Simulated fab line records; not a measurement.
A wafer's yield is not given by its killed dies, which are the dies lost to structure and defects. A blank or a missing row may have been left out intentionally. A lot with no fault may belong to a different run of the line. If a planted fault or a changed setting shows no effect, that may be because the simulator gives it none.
Which tool did it?    flow n5 finfet    Sampling: 11 lots, 30 wafers, 4 of 1938 route steps

## WHAT THE GAUGES SHOWED, per wafer
N5_BEOL_M9_INSPECT_58: inspects for defects (darkfield). Usual: raw defect count 69, standard deviation 24.
lot   measured      on                 raw defect count  flag
L863  day 10 17:01  defect inspect-01  91 68 65          
L864  day 10 22:41  defect inspect-02  46 85 75          
L870  day 11 18:02  defect inspect-01  58 71 37          
L876  day 13 23:43  defect inspect-02  99 108 141        
L875  day 14 00:18  defect inspect-02  77 70 54          
L878  day 14 11:22  defect inspect-02  88 98             
L880  day 14 15:13  defect inspect-02  74 104 103        
L881  day 14 17:42  defect inspect-02  90 91             
L883  day 16 00:15  defect inspect-01  58 68 72          
L885  day 16 04:11  defect inspect-01  66 38 51          
L884  day 16 08:22  defect inspect-02  41 35             

## WHAT TOOL EACH LOT RAN ON (gives the tool, then ch and the chambers of the sampled wafers, and finally the start)
lot   N5_BEOL_M9_VIA_ETCH_34              N5_BEOL_M9_CVD_78                 N5_BEOL_M9_SPUTTER_48
L863  rie diel-03 ch 0,1, day 10 13:44    cvd co-02 ch 0,2, day 10 15:43    pvd sputter-02, day 10 16:02
L864  rie diel-04 ch 0,2,3, day 10 19:32  cvd co-02 ch 0,1,2, day 10 21:14  pvd sputter-01, day 10 21:25
L870  rie diel-03 ch 0,2, day 11 14:56    cvd co-02 ch 0,1, day 11 16:56    pvd sputter-01, day 11 17:02
L876  rie diel-03 ch 1,2,3, day 13 20:59  cvd co-01 ch 0,1, day 13 22:32    pvd sputter-02, day 13 22:44
L875  rie diel-03 ch 0,2,3, day 13 21:25  cvd co-01 ch 0,1,2, day 13 23:10  pvd sputter-02, day 13 23:19
L878  rie diel-03 ch 2,3, day 14 07:06    cvd co-02 ch 0,1, day 14 08:40    pvd sputter-03, day 14 10:23
L880  rie diel-04 ch 0,1,3, day 14 12:31  cvd co-01 ch 0,1,2, day 14 14:05  pvd sputter-03, day 14 14:14
L881  rie diel-04 ch 1,2, day 14 14:35    cvd co-02 ch 0,2, day 14 16:07    pvd sputter-02, day 14 16:11
L883  rie diel-03 ch 1,2,3, day 15 20:48  cvd co-02 ch 0,1,2, day 15 22:29  pvd sputter-03, day 15 22:40
L885  rie diel-03 ch 0,1,3, day 16 01:38  cvd co-02 ch 1,2, day 16 02:56    pvd sputter-01, day 16 03:05
L884  rie diel-02 ch 1,3, day 16 05:24    cvd co-02 ch 1,2, day 16 07:14    pvd sputter-02, day 16 07:23
- N5_BEOL_M9_VIA_ETCH_34: etches SiCOH lowk in C4F6/O2, target depth 182.4 nm, time 68.4 s.
- N5_BEOL_M9_CVD_78: deposits Co from CCTBA/H2, target thk 2 nm, time 138.9 s.
- N5_BEOL_M9_SPUTTER_48: material Cu, target thk 12 nm, time 2 s.

## AS READ BY THE TOOLS THEMSELVES (means over the sampled wafers that have a number; for cases with no such wafer, the mark the record gives instead)
N5_BEOL_M9_VIA_ETCH_34. Usual: C4F6_flow_sccm 10.00 sccm, standard deviation 0.032; O2_flow_sccm 10.00 sccm, standard deviation 0.03; drypump motor current A 5.7 A, standard deviation 0.38; oes product au 0.81 a.u., standard deviation 0.081; rf vpp V 659 V, standard deviation 12; showerhead plenum p Torr 2.84 Torr, standard deviation 0.093; throttle valve pct 20.96 %, standard deviation 0.22.
lot   tool         C4F6_flow_sccm (sccm)  O2_flow_sccm (sccm)  drypump motor current A (A)  oes product au (a.u.)  rf vpp V (V)  showerhead plenum p Torr (Torr)  throttle valve pct (%)  flag
L863  rie diel-03  10.00                  10.01                5.5                          0.79                   658           2.86                             21.19                   
L864  rie diel-04  9.99                   10.00                5.9                          0.87                   663           2.79                             20.94                   
L870  rie diel-03  10.00                  9.97                 5.6                          0.78                   659           2.85                             21.03                   
L876  rie diel-03  10.00                  10.00                5.9                          0.81                   649           2.92                             20.96                   
L875  rie diel-03  10.01                  10.01                5.8                          0.76                   657           2.89                             21.14                   
L878  rie diel-03  10.04                  9.97                 6.0                          0.79                   653           2.92                             21.02                   
L880  rie diel-04  9.95                   9.98                 6.2                          0.79                   664           2.76                             21.00                   
L881  rie diel-04  10.00                  10.02                5.8                          0.82                   653           2.88                             20.88                   
L883  rie diel-03  10.01                  9.99                 5.9                          0.80                   649           2.91                             20.99                   
L885  rie diel-03  9.98                   10.00                5.8                          0.77                   650           2.90                             21.17                   
L884  rie diel-02  10.04                  10.03                5.3                          0.75                   671           2.79                             20.81                   

N5_BEOL_M9_CVD_78. Usual: chamber pressure Torr 29.99 Torr, standard deviation 0.065; run length s 162.1 s, standard deviation 0.64.
lot   tool       chamber pressure Torr (Torr)  run length s (s)  flag
L863  cvd co-02  30.05                         162.0             
L864  cvd co-02  29.97                         162.0             
L870  cvd co-02  30.01                         150.9             OFF
L876  cvd co-01  29.97                         161.6             
L875  cvd co-01  29.98                         162.5             
L878  cvd co-02  29.95                         161.8             
L880  cvd co-01  29.98                         162.3             
L881  cvd co-02  29.92                         162.1             
L883  cvd co-02  30.00                         162.2             
L885  cvd co-02  30.01                         162.1             
L884  cvd co-02  30.03                         162.4             

N5_BEOL_M9_SPUTTER_48. Usual: cathode dc power W 25999 W, standard deviation 4.4; chuck gas flow sccm 1.26 sccm, standard deviation 0.057; throttle valve pct 30.7 %, standard deviation 0.91.
lot   tool            cathode dc power W (W)  chuck gas flow sccm (sccm)  throttle valve pct (%)  flag
L863  pvd sputter-02  25998                   1.30                        31.1                    
L864  pvd sputter-01  26005                   1.20                        30.2                    
L870  pvd sputter-01  26004                   1.29                        30.0                    
L876  pvd sputter-02  25998                   1.29                        30.6                    
L875  pvd sputter-02  26002                   1.30                        31.3                    
L878  pvd sputter-03  26000                   1.19                        30.9                    
L880  pvd sputter-03  25997                   1.24                        31.8                    
L881  pvd sputter-02  25998                   1.29                        30.1                    
L883  pvd sputter-03  25998                   1.27                        31.2                    
L885  pvd sputter-01  26002                   1.24                        30.0                    
L884  pvd sputter-02  25996                   1.19                        31.1                    

## THE ANSWER, worked out from the rows above alone
Rule: take the mean of a lot's wafers that have a number; if it is more than 3 standard deviations from the usual mean, the lot is off. Also off: a lot with no number at a reading for which 4 or more lots have one. All remaining lots with rows at the step are treated as sound. After the gauges, taken in route order, come the tools' own readings; for these a lot's mean is taken, as printed above. At the first step where some lot is off, the reading lying furthest off is the one used; lots without a number count as furthest.
Off: L870, at N5_BEOL_M9_CVD_78 (run length s).
A tool fits if, at that step or a process step before it, it ran every lot that is off, and no sound lot after the first of them. None of those tried fits.

## WHAT THE SIMULATOR HAD PUT IN
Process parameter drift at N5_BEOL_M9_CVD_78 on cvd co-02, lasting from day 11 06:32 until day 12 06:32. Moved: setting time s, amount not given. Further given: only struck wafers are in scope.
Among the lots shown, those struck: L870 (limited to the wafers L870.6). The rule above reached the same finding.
